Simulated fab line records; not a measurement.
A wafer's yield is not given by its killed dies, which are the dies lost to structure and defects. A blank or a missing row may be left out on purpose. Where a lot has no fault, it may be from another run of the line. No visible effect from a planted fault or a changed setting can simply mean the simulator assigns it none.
Comparing a struck lot with a sound one ; flow nand-harc ; 15 steps out of a route of 1302
Sound: the wafers L162.2, L162.3, L162.4. Struck: wafer L166.1 (L166.2, L166.3, from the same lot, were not struck and are left out); the cause is given at the end.
Order at every step that has rows: each side's tool, ch and its chambers, its first start. Under that, the readings that differ: sound wafers ; struck wafers ; difference of the means ; sigmas: that difference in standard deviations of wafers without a fault.
alike: a reading whose means differ by less than 2 such deviations, as well as words and numbers matching on both sides. not compared: withheld readings; readings where some wafer has no value; bounds like >300 that might hide an equal value; numbers whose values overlap and for which the record gives no deviation.
Wherever a step has rows on one side only, a row that says differs or no value, or a row with sigmas, the two part there. Numbers that have no deviation but don't overlap get no sigmas and don't part them. Lack of a reading on every wafer of one side parts them only where that side has two or more wafers.

NHARC_A_DECK1_JOINT_CMP_02: polishes SiOx.
  sound on cmp-03 ch 1,2,3, day 15 20:04; struck on cmp-03 ch 0, day 17 18:16
reading;sound;struck;difference;sigmas
slurry-filter-dp-kPa (kPa);13.26 13.53 13.30;13.65;+0.29;+3
  alike: motor-current-A, retaining-ring-pressure-frac
next, for these wafers, 1 step has no rows: NHARC_A_DECK1_JOINT_SRD_15.
NHARC_A_DECK1_JOINT_DEP_16: deposits SiO2, target thk 45 nm.
  sound on pecvd-01 ch 0,1,2, day 15 20:28; struck on pecvd-04 ch 0, day 17 18:40
  alike: heater-power-w, rf-fwd-power-W, throttle-valve-pct
NHARC_A_DECK1_JOINT_THK_MEAS_17: measures by ellipsometry.
  sound on film-metro-02, day 15 20:43; struck on film-metro-01, day 17 18:56
  alike: thk-nm
NHARC_A_DECK1_JOINT_INSPECT_05:
  sound on defect-inspect-01, day 15 20:45; struck on defect-inspect-02, day 17 18:58
  alike: raw-defect-count
then, no rows for these wafers at 1 step: NHARC_A_ONON_D2_DEP_00 (target thk 1000 nm).
NHARC_A_ONON_D2_THK_MEAS_02: measures by ellipsometry.
  sound on film-metro-02, day 15 21:20; struck on film-metro-02, day 17 19:33
  alike: thk-nm
then, no rows for these wafers at 1 step: NHARC_A_ONON_D2_DEP_03 (target thk 1000 nm).
NHARC_A_ONON_D2_THK_MEAS_05: measures by ellipsometry.
  sound on film-metro-01, day 15 21:53; struck on film-metro-01, day 17 20:07
reading;sound;struck;difference;sigmas
thk-nm (nm);996 997 998;1023;+26;+3
then, no rows for these wafers at 1 step: NHARC_A_ONON_D2_DEP_06 (target thk 1000 nm).
NHARC_A_ONON_D2_THK_MEAS_08: measures by ellipsometry.
  sound on film-metro-01, day 15 22:28; struck on film-metro-01, day 17 20:41
  alike: thk-nm
NHARC_A_ONON_D2_DEP_09: target thk 1000 nm.
  sound on pecvd-onon-04 ch 0, day 15 22:34; struck on pecvd-onon-04 ch 0, day 17 20:44
NHARC_A_ONON_D2_THK_MEAS_11: measures by ellipsometry.
  sound on film-metro-01, day 15 23:01; struck on film-metro-01, day 17 21:15
reading;sound;struck;difference;sigmas
thk-nm (nm);998 998 998;623;-375;-59
then, no rows for these wafers at 1 step: NHARC_A_ONON_D2_DEP_12 (target thk 1000 nm).
-- break in the record here, with 12 days between the starts of the struck wafers on either side (left off in module A_ONON_D2, picked up again in module END, where the first step shown is number 1302 on the route) --
NHARC_END_SORT_01:
  sound on prober-02 ch 0, day 28 02:57; struck on prober-01 ch 0, day 29 18:56
reading;sound;struck;difference;sigmas
killed-at-array;46 60 67;667;+609;+41
killed-dies;53 73 74;677;+610;+41
  alike: killed-at-other, killed-at-periphery, killed-open, killed-short

## WHERE THEY PART
At NHARC_A_DECK1_JOINT_CMP_02 first; at NHARC_END_SORT_01 last (within this record only).

WHY: whatever the simulator had introduced
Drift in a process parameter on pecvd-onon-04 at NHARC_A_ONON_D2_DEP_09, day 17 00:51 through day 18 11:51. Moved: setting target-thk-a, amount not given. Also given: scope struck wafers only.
